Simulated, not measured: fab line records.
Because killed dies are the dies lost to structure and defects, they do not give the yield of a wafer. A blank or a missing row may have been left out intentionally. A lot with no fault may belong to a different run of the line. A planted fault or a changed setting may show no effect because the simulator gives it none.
Which tool was responsible? :: flow n5-finfet :: 12 lots with 36 wafers sampled at 5 steps, on a route of 1938 steps

WHAT EACH GAUGE READ, for each wafer
N5_BEOL_M8_INSPECT_58: inspects for defects (darkfield).
lot: L076
measured: day 9 18:46
on: defect-inspect-01
raw-defect-count: 91 41 105

lot: L077
measured: day 10 13:40
on: defect-inspect-01
raw-defect-count: 40 45 36

lot: L079
measured: day 11 10:12
on: defect-inspect-02
raw-defect-count: 43 95 110

lot: L083
measured: day 12 01:28
on: defect-inspect-01
raw-defect-count: 59 74 68

lot: L082
measured: day 12 11:41
on: defect-inspect-01
raw-defect-count: 90 107 58

lot: L085
measured: day 13 04:31
on: defect-inspect-02
raw-defect-count: 103 77 93

lot: L089
measured: day 13 12:20
on: defect-inspect-02
raw-defect-count: 77 49 59

lot: L088
measured: day 13 22:33
on: defect-inspect-02
raw-defect-count: 53 57 86

lot: L092
measured: day 14 07:38
on: defect-inspect-01
raw-defect-count: 74 93 65

lot: L091
measured: day 14 14:47
on: defect-inspect-01
raw-defect-count: 92 76 51

lot: L095
measured: day 15 08:34
on: defect-inspect-01
raw-defect-count: 70 71 50

lot: L096
measured: day 16 14:14
on: defect-inspect-01
raw-defect-count: 72 66 59

EACH LOT AND THE TOOL THAT RAN IT (in order: tool; ch and the chambers of the sampled wafers; start)
lot: L076
N5_BEOL_M7_DEGAS_44: pvd-sputter-03, day 9 05:08
N5_BEOL_M8_HM_DEP_02: pvd-sputter-02, day 9 11:03
N5_BEOL_M8_HM_OPEN_17: rie-metal-03 ch 0,1, day 9 12:31
N5_BEOL_M8_STRIP_19: rie-diel-01 ch 2,3, day 9 12:39

lot: L077
N5_BEOL_M7_DEGAS_44: pvd-sputter-01, day 10 02:27
N5_BEOL_M8_HM_DEP_02: pvd-sputter-03, day 10 05:59
N5_BEOL_M8_HM_OPEN_17: rie-metal-03 ch 0,1, day 10 06:51
N5_BEOL_M8_STRIP_19: rie-diel-01 ch 2,3, day 10 06:56

lot: L079
N5_BEOL_M7_DEGAS_44: pvd-sputter-03, day 10 22:59
N5_BEOL_M8_HM_DEP_02: pvd-sputter-03, day 11 02:34
N5_BEOL_M8_HM_OPEN_17: rie-metal-01 ch 0,1, day 11 03:26
N5_BEOL_M8_STRIP_19: rie-diel-02 ch 0,1, day 11 03:34

lot: L083
N5_BEOL_M7_DEGAS_44: pvd-sputter-02, day 11 13:56
N5_BEOL_M8_HM_DEP_02: pvd-sputter-03, day 11 17:02
N5_BEOL_M8_HM_OPEN_17: rie-metal-03 ch 0,1, day 11 17:59
N5_BEOL_M8_STRIP_19: rie-diel-04 ch 0,1,2, day 11 18:06

lot: L082
N5_BEOL_M7_DEGAS_44: pvd-sputter-02, day 12 00:46
N5_BEOL_M8_HM_DEP_02: pvd-sputter-02, day 12 06:00
N5_BEOL_M8_HM_OPEN_17: rie-metal-01 ch 0, day 12 06:52
N5_BEOL_M8_STRIP_19: rie-diel-01 ch 2,3, day 12 07:13

lot: L085
N5_BEOL_M7_DEGAS_44: pvd-sputter-03, day 12 18:35
N5_BEOL_M8_HM_DEP_02: pvd-sputter-01, day 12 21:44
N5_BEOL_M8_HM_OPEN_17: rie-metal-03 ch 0,1, day 12 22:28
N5_BEOL_M8_STRIP_19: rie-diel-04 ch 0,1,3, day 12 22:45

lot: L089
N5_BEOL_M7_DEGAS_44: pvd-sputter-03, day 13 01:26
N5_BEOL_M8_HM_DEP_02: pvd-sputter-02, day 13 06:26
N5_BEOL_M8_HM_OPEN_17: rie-metal-01 ch 0, day 13 07:14
N5_BEOL_M8_STRIP_19: rie-diel-01 ch 0,2,3, day 13 07:26

lot: L088
N5_BEOL_M7_DEGAS_44: pvd-sputter-01, day 13 12:04
N5_BEOL_M8_HM_DEP_02: pvd-sputter-02, day 13 16:34
N5_BEOL_M8_HM_OPEN_17: rie-metal-03 ch 0,1, day 13 17:18
N5_BEOL_M8_STRIP_19: rie-diel-02 ch 0,3, day 13 17:25

lot: L092
N5_BEOL_M7_DEGAS_44: pvd-sputter-03, day 13 22:41
N5_BEOL_M8_HM_DEP_02: pvd-sputter-01, day 14 01:56
N5_BEOL_M8_HM_OPEN_17: rie-metal-01 ch 0,1, day 14 03:22
N5_BEOL_M8_STRIP_19: rie-diel-01 ch 0,1, day 14 03:30

lot: L091
N5_BEOL_M7_DEGAS_44: pvd-sputter-03, day 14 05:34
N5_BEOL_M8_HM_DEP_02: pvd-sputter-01, day 14 09:47
N5_BEOL_M8_HM_OPEN_17: rie-metal-03 ch 0, day 14 10:32
N5_BEOL_M8_STRIP_19: rie-diel-04 ch 0,1,3, day 14 10:38

lot: L095
N5_BEOL_M7_DEGAS_44: pvd-sputter-01, day 14 22:13
N5_BEOL_M8_HM_DEP_02: pvd-sputter-01, day 15 03:14
N5_BEOL_M8_HM_OPEN_17: rie-metal-03 ch 0, day 15 04:07
N5_BEOL_M8_STRIP_19: rie-diel-01 ch 0,1,3, day 15 04:20

lot: L096
N5_BEOL_M7_DEGAS_44: pvd-sputter-02, day 16 00:49
N5_BEOL_M8_HM_DEP_02: pvd-sputter-01, day 16 05:48
N5_BEOL_M8_HM_OPEN_17: rie-metal-03 ch 0,1, day 16 06:43
N5_BEOL_M8_STRIP_19: rie-diel-04 ch 1,2, day 16 06:47
- N5_BEOL_M7_DEGAS_44: time 60 s.
- N5_BEOL_M8_HM_DEP_02: deposits TiN, target thk 20 nm.
- N5_BEOL_M8_HM_OPEN_17: chemistry Cl2/BCl3, target TiN, target depth 20 nm, overetch 6 nm.
- N5_BEOL_M8_STRIP_19: strips in O2.

THE ANSWER, worked out from the rows above alone
Rule: the usual values come from the lots themselves. Put in order of their means at a reading, lots are off if they are a third of the lots or fewer, leave a main group of 4 or more, and stand apart from it by a gap of 3 or more times the standard deviation of the main group's means; of several such gaps the widest counts. The tables above print the reading to a certain number of digits; a main group whose means all agree to those digits is not used. Also off: a lot with no number at a reading for which 4 or more lots have one. Where the step has rows for the other lots, those lots are counted as sound.
Across all readings shown, no lot is off: no conclusion can be drawn from this.

WHAT THE SIMULATOR HAD PUT IN
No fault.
